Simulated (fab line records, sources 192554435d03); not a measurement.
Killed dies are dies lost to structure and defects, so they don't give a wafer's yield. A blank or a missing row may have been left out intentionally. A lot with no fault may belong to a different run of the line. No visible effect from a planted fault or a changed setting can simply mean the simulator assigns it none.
fab line records + flow n5-finfet
record:
- lots: 6
- wafers: 18
- last-day: 19
route steps=1938 shown WELL_APT@50 PMOS_HMC_CHANNEL_EPI@57
lots with no fault: from the same line, run without faults
start-h: the number of hours between the record's first day and the start of the first shown wafer of the lot + wait-h: time in hours since the lot's previous step + " identical to the entry in the row above + L1.1+2: one row covering several wafers at once + - value missing, or start not given + * or withheld: withheld + < > ~ a bound
route shown NAME@n: NAME is a module with steps in the file, n the number in the route of the first one + usual: average and standard deviation across the fault-free wafers + same: alike in all rows + chamber/n: place in a boat + sites: readings site by site + _std_site: standard deviation across them + _edge_site: mean of outer sites minus mean of inner sites + radius-mm: for every site, how far away it sits from the centre of the wafer + mask NAME#n: copy n + behind: tool/chamber where the wafer was last shaped + hold: why the lot was held/for how many hours/how that ended + device: which transistor (n, p or np) failed to switch + end of line: at the end of the route, the tests of the same wafers + for a step that has no rows: nothing shown but its recipe + killed: the dies lost at the first sort to structure and to defects; this is not the yield of the wafer + map: dies across one wafer; x = killed, . = not, _ = none there
set.NAME: the setting that was run; set.NAME@STEP: the one run at that earlier step + model.NAME: the simulator's own value behind a step, which no gauge read
lots seen at some steps along the route; tables by step, rows by wafer
services: a tool's chamber out of use, with start hour (start-h, from the record's first day; less than 0 if before it), hours out, and reason
== steps ==
step: N5_WELL_APT_RTA_34
recipe:
- temp-c: 1000
- time-s: 10
- ambient: N2
- idle-temp-c: 600
- ramp-up-c-per-s: 150
- ramp-down-c-per-s: 60
- cool-to-c: 600
usual:
- anneal-temp-c-max: 1005.7/1.1
- lamp-power-pct: 13.00/0.054
- lamp_zone_3_pct: 12.995/0.026
- wafer_temp_C_max: 1003.8/1.1
| lot.wafer | tool          | chamber | start-h | wait-h | anneal-temp-c-max | lamp-power-pct | lamp_zone_3_pct | wafer_temp_C_max |
|-----------|---------------|---------|---------|--------|-------------------|----------------|-----------------|------------------|
| L284.1    | rtp-anneal-01 | 0       | 58.13   | 0.0    | 1009.7            | 13.00          | 13.004          | 1003.0           |
| L284.3    | "             | 0       | "       | "      | 1007.6            | 13.17          | 12.978          | 1003.0           |
| L284.4    | "             | 0       | "       | "      | 1005.1            | 12.99          | 12.986          | 1006.4           |
| L286.1    | rtp-anneal-02 | 0       | 69.95   | 0.2    | 1006.8            | 13.01          | 12.977          | 1003.9           |
| L286.3    | "             | 0       | "       | "      | 1006.1            | 13.09          | 13.041          | 1004.7           |
| L286.5    | "             | 0       | "       | "      | 1003.8            | 12.90          | 13.009          | 1004.5           |
| L287.2    | rtp-anneal-02 | 0       | 76.06   | 0.4    | 1005.1            | 12.98          | 13.019          | 1004.0           |
| L287.4    | "             | 0       | "       | "      | 1003.9            | 13.05          | 12.959          | 1002.7           |
| L287.6    | "             | 0       | "       | "      | 1006.3            | 13.01          | 13.008          | 1003.1           |
| L292.1    | rtp-anneal-02 | 0       | 106.14  | 0.2    | 1005.5            | 13.04          | 12.988          | 1003.0           |
| L292.3    | "             | 0       | "       | "      | 1005.5            | 13.00          | 12.961          | 1003.3           |
| L292.6    | "             | 0       | "       | "      | 1005.2            | 12.93          | 12.957          | 1002.3           |
| L298.1    | rtp-anneal-01 | 0       | 141.66  | 0.0    | 1005.6            | 12.97          | 13.012          | 1003.2           |
| L298.3    | "             | 0       | "       | "      | 1007.1            | 12.96          | 12.987          | 1003.7           |
| L298.6    | "             | 0       | "       | "      | 1005.9            | 12.93          | 12.995          | 1004.6           |
| L299.2    | rtp-anneal-02 | 0       | 148.18  | 0.0    | 1005.1            | 12.97          | 12.958          | 1004.6           |
| L299.3    | "             | 0       | "       | "      | 1005.1            | 12.96          | 12.991          | 1002.7           |
| L299.4    | "             | 0       | "       | "      | 1005.6            | 13.03          | 12.936          | 1003.5           |
step: N5_WELL_APT_OXIDE_STRIP_42
recipe:
- chemistry: dHF
- dilution: 25:1
- time-s: 45
- temp-c: 25
- target: SiO2
- target-depth-a: 120
step: N5_WELL_APT_PRECLEAN_36
recipe:
- chemistry: O3/DIW
- time-s: 45
- temp-c: 22
- o3-ppm: 10
step: N5_WELL_APT_PRECLEAN_39
recipe:
- chemistry: dHF
- time-s: 60
- dilution: 150:1
- temp-c: 25
step: N5_WELL_APT_SRD_37
recipe:
- dry: ipa-marangoni
- do-ppb: 5
- time-s: 30
- temp-c: 23
- rinse-liquid: diw
step: N5_WELL_APT_EPI_41
recipe:
- material: Si
- target-thk-a: 500
- temp-c: 650
- precursor: SiH4/H2
- pressure-torr: 20
- time-s: 297.7
usual:
- throttle-valve-pct: 11.49/0.23
| lot.wafer | tool         | chamber | start-h | wait-h | throttle-valve-pct |
|-----------|--------------|---------|---------|--------|--------------------|
| L284.1    | epi-rpcvd-01 | 0       | 58.36   | 0.0    | 11.53              |
| L284.3    | "            | 0       | "       | "      | 11.29              |
| L284.4    | "            | 0       | "       | "      | 11.28              |
| L286.1    | epi-rpcvd-02 | 0       | 70.20   | 0.0    | 10.97              |
| L286.3    | "            | 0       | "       | "      | 11.11              |
| L286.5    | "            | 0       | "       | "      | 11.17              |
| L287.2    | epi-rpcvd-01 | 0       | 76.38   | 0.1    | 11.32              |
| L287.4    | "            | 0       | "       | "      | 11.72              |
| L287.6    | "            | 0       | "       | "      | 11.53              |
| L292.1    | epi-rpcvd-03 | 0       | 106.39  | 0.0    | 11.64              |
| L292.3    | "            | 0       | "       | "      | 11.76              |
| L292.6    | "            | 0       | "       | "      | 11.74              |
| L298.1    | epi-rpcvd-03 | 0       | 141.90  | 0.0    | 11.45              |
| L298.3    | "            | 0       | "       | "      | 11.69              |
| L298.6    | "            | 0       | "       | "      | 11.64              |
| L299.2    | epi-rpcvd-01 | 0       | 148.49  | 0.1    | 11.54              |
| L299.3    | "            | 0       | "       | "      | 11.66              |
| L299.4    | "            | 0       | "       | "      | 11.47              |
step: N5_WELL_APT_INSPECT_38
recipe:
- inspect-instrument: darkfield
- mode: post-epi
usual:
- raw-defect-count: 14/4.8
| lot.wafer | tool              | chamber | start-h | wait-h | raw-defect-count |
|-----------|-------------------|---------|---------|--------|------------------|
| L284.1    | defect-inspect-01 | -       | 59.00   | 0.5    | 10               |
| L284.3    | "                 | -       | "       | "      | 16               |
| L284.4    | "                 | -       | "       | "      | 10               |
| L286.1    | defect-inspect-02 | -       | 71.03   | 0.7    | 17               |
| L286.3    | "                 | -       | "       | "      | 14               |
| L286.5    | "                 | -       | "       | "      | 18               |
| L287.2    | defect-inspect-01 | -       | 76.91   | 0.4    | 17               |
| L287.4    | "                 | -       | "       | "      | 6                |
| L287.6    | "                 | -       | "       | "      | 11               |
| L292.1    | defect-inspect-02 | -       | 107.02  | 0.5    | 17               |
| L292.3    | "                 | -       | "       | "      | 10               |
| L292.6    | "                 | -       | "       | "      | 9                |
| L298.1    | defect-inspect-02 | -       | 142.54  | 0.5    | 17               |
| L298.3    | "                 | -       | "       | "      | 12               |
| L298.6    | "                 | -       | "       | "      | 9                |
| L299.2    | defect-inspect-01 | -       | 149.03  | 0.4    | 15               |
| L299.3    | "                 | -       | "       | "      | 15               |
| L299.4    | "                 | -       | "       | "      | 15               |
step: N5_PMOS_HMC_CHANNEL_EPI_HM_DEP_34
recipe:
- material: SiO2
- target-thk-a: 360
- temp-c: 400
- precursor: TEOS/O2
- pressure-torr: 6.5
- rf-w: 900
- teos-flow-sccm: 161.4
- gas: O2
- flow-sccm: 2650
- time-s: 6.9
usual:
- heater-power-w: 569/64
- showerhead-plenum-p-Torr: 8.33/0.036
- throttle-valve-pct: 18.5/1.2
| lot.wafer | tool     | chamber | start-h | wait-h | heater-power-w | showerhead-plenum-p-Torr | throttle-valve-pct |
|-----------|----------|---------|---------|--------|----------------|--------------------------|--------------------|
| L284.1    | pecvd-04 | 0       | 59.04   | 0.0    | 546            | 8.28                     | 18.0               |
| L284.3    | "        | 2       | "       | "      | 679            | 8.34                     | 17.4               |
| L284.4    | "        | 2       | "       | "      | 690            | 8.32                     | 17.3               |
| L286.1    | pecvd-03 | 1       | 71.07   | 0.0    | 545            | 8.33                     | 19.7               |
| L286.3    | "        | 2       | "       | "      | 464            | 8.34                     | 18.0               |
| L286.5    | "        | 0       | "       | "      | 579            | 8.29                     | 16.9               |
| L287.2    | pecvd-02 | 2       | 76.95   | 0.0    | 600            | 8.27                     | 17.3               |
| L287.4    | "        | 2       | "       | "      | 574            | 8.28                     | 17.4               |
| L287.6    | "        | 2       | "       | "      | 597            | 8.31                     | 17.4               |
| L292.1    | pecvd-03 | 0       | 107.06  | 0.0    | 531            | 8.30                     | 17.0               |
| L292.3    | "        | 1       | "       | "      | 536            | 8.32                     | 19.4               |
| L292.6    | "        | 1       | "       | "      | 559            | 8.33                     | 19.6               |
| L298.1    | pecvd-02 | 2       | 142.58  | 0.0    | 599            | 8.29                     | 17.4               |
| L298.3    | "        | 0       | "       | "      | 515            | 8.33                     | 20.1               |
| L298.6    | "        | 1       | "       | "      | 648            | 8.37                     | 19.3               |
| L299.2    | pecvd-04 | 1       | 149.07  | 0.0    | 485            | 8.42                     | 19.5               |
| L299.3    | "        | 0       | "       | "      | 539            | 8.30                     | 18.3               |
| L299.4    | "        | 2       | "       | "      | 684            | 8.34                     | 17.7               |
step: N5_PMOS_HMC_CHANNEL_EPI_COAT_31
recipe:
- resist: BARC
- temp-c: 205
- time-s: 60
- spin-rpm: 1500
- resist-thk-nm: 66
step: N5_PMOS_HMC_CHANNEL_EPI_COAT_03
recipe:
- resist: CAR-ArF-block
- spin-rpm: 1500
- resist-thk-nm: 205
step: N5_PMOS_HMC_CHANNEL_EPI_EBR_05
recipe:
- solvent: PGMEA
- ebr-width-mm: 1.5
step: N5_PMOS_HMC_CHANNEL_EPI_SOFTBAKE_04
recipe:
- temp-c: 110
- time-s: 60
- resist: CAR-ArF-block
step: N5_PMOS_HMC_CHANNEL_EPI_EXPOSE_06
recipe:
- mask-id: PMOS_HMC_BLK
- na: 1.35
- source-shape: conventional
- sigma-outer: 0.8
- polarization: unpolarized
- target-cd-nm: 240
- dose-mj: 41
usual:
- exposure-dose-mJ-cm2: 40.96/0.041
- focus-offset-nm: -0.1/0.57
- sigma-outer: 0.8/0
| lot.wafer | tool            | chamber | start-h | wait-h | mask           | exposure-dose-mJ-cm2 | focus-offset-nm | sigma-outer |
|-----------|-----------------|---------|---------|--------|----------------|----------------------|-----------------|-------------|
| L284.1    | arfi-scanner-01 | 0       | 59.32   | -      | PMOS_HMC_BLK#0 | 40.96                | -0.6            | 0.8         |
| L284.3    | "               | 0       | "       | "      | PMOS_HMC_BLK#0 | 41.00                | 0.3             | 0.8         |
| L284.4    | "               | 0       | "       | "      | PMOS_HMC_BLK#0 | 41.03                | 0.7             | 0.8         |
| L286.1    | arfi-scanner-03 | -       | 71.35   | -      | PMOS_HMC_BLK#0 | -                    | -               | -           |
| L286.3    | "               | -       | "       | "      | PMOS_HMC_BLK#0 | -                    | -               | -           |
| L286.5    | "               | -       | "       | "      | PMOS_HMC_BLK#0 | -                    | -               | -           |
| L287.2    | arfi-scanner-03 | -       | 77.12   | -      | PMOS_HMC_BLK#0 | -                    | -               | -           |
| L287.4    | "               | -       | "       | "      | PMOS_HMC_BLK#0 | -                    | -               | -           |
| L287.6    | "               | -       | "       | "      | PMOS_HMC_BLK#0 | -                    | -               | -           |
| L292.1    | arfi-scanner-03 | 0       | 107.21  | -      | PMOS_HMC_BLK#0 | 40.90                | -0.4            | 0.8         |
| L292.3    | "               | 0       | "       | "      | PMOS_HMC_BLK#0 | 40.87                | 0.1             | 0.8         |
| L292.6    | "               | 0       | "       | "      | PMOS_HMC_BLK#0 | 40.94                | 0.4             | 0.8         |
| L298.1    | arfi-scanner-01 | 0       | 142.73  | -      | PMOS_HMC_BLK#0 | 40.97                | 0.2             | 0.8         |
| L298.3    | "               | 0       | "       | "      | PMOS_HMC_BLK#0 | 40.98                | -0.3            | 0.8         |
| L298.6    | "               | 0       | "       | "      | PMOS_HMC_BLK#0 | 40.95                | 0.2             | 0.8         |
| L299.2    | arfi-scanner-02 | 0       | 149.35  | -      | PMOS_HMC_BLK#0 | 40.93                | 0.3             | 0.8         |
| L299.3    | "               | 0       | "       | "      | PMOS_HMC_BLK#0 | 40.87                | -0.4            | 0.8         |
| L299.4    | "               | 0       | "       | "      | PMOS_HMC_BLK#0 | 40.95                | -0.1            | 0.8         |
step: N5_PMOS_HMC_CHANNEL_EPI_PEB_07
recipe:
- peb-temp-c: 110
- peb-time-s: 60
- resist: CAR-ArF-block
== services ==
| tool            | chamber | start-h | hours | kind           |
|-----------------|---------|---------|-------|----------------|
| arfi-scanner-03 | -       | 40.93   | 2.6   | repair         |
| arfi-scanner-03 | -       | 54.15   | 4.9   | pm             |
| arfi-scanner-03 | -       | 68.91   | 1.0   | pm             |
| pecvd-03        | 0       | 68.93   | 2.1   | scheduled-down |
| arfi-scanner-02 | -       | 71.20   | 1.0   | pm             |
| arfi-scanner-02 | -       | 72.20   | 0.8   | pm             |
| pecvd-02        | 1       | 72.58   | 4.4   | repair         |
| arfi-scanner-01 | -       | 73.82   | 0.6   | repair         |
| arfi-scanner-02 | -       | 74.83   | 24.0  | pm             |
| arfi-scanner-01 | -       | 77.52   | 1.0   | pm             |
| pecvd-03        | 1       | 83.20   | 5.5   | scheduled-down |
| arfi-scanner-03 | -       | 91.82   | 0.8   | pm             |
| arfi-scanner-02 | -       | 98.83   | 1.0   | pm             |
| arfi-scanner-03 | -       | 99.72   | 2.3   | repair         |
| pecvd-02        | 0       | 105.62  | 5.7   | repair         |
| arfi-scanner-01 | 0       | 105.76  | -     | calibration    |
| arfi-scanner-03 | -       | 111.47  | 0.7   | repair         |
| epi-rpcvd-02    | -       | 119.88  | 1.5   | repair         |
| rtp-anneal-02   | -       | 121.15  | 3.3   | pm             |
| epi-rpcvd-03    | -       | 123.98  | 1.5   | repair         |
| arfi-scanner-01 | -       | 131.81  | 1.3   | pm             |
| pecvd-04        | -       | 134.59  | 1.5   | repair         |
| arfi-scanner-02 | -       | 144.59  | 1.3   | pm             |
| pecvd-04        | -       | 149.24  | 0.5   | repair         |
== key ==
first-sign:
- step: N5_PMOS_HMC_CHANNEL_EPI_EXPOSE_06
- reading: tool-record
- direction: missing
effect none on later readings
met-at N5_PMOS_HMC_CHANNEL_EPI_EXPOSE_06
struck-wafers L286.1,L286.3,L286.5,L287.2,L287.4,L287.6
later-rows-left-out L286.1,L286.3,L286.5,L287.2,L287.4,L287.6
sort-left-out L286.1,L286.3,L286.5,L287.2,L287.4,L287.6
tester-left-out L286,L287
fault:
- kind: skipped-step-whole
- tool: arfi-scanner-03
- chamber: -
- onset-h: 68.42
- steps: N5_PMOS_HMC_CHANNEL_EPI_EXPOSE_06
- scope: struck-lots-only
tester-left-out: of these lots the tester's yield and bins aren't shown, on N5 and GAA mostly nor the transistor test; their killed dies are dies lost to structure and defects alone, not to doping, threshold or leakage, so they don't give the yield
sort-left-out: the simulated sort isn't trusted on such a fault, so these wafers' sort isn't shown, and their yield isn't known
later-rows-left-out: the simulator's readings of these wafers behind a module that went badly wrong aren't trusted and aren't shown, but for the sort
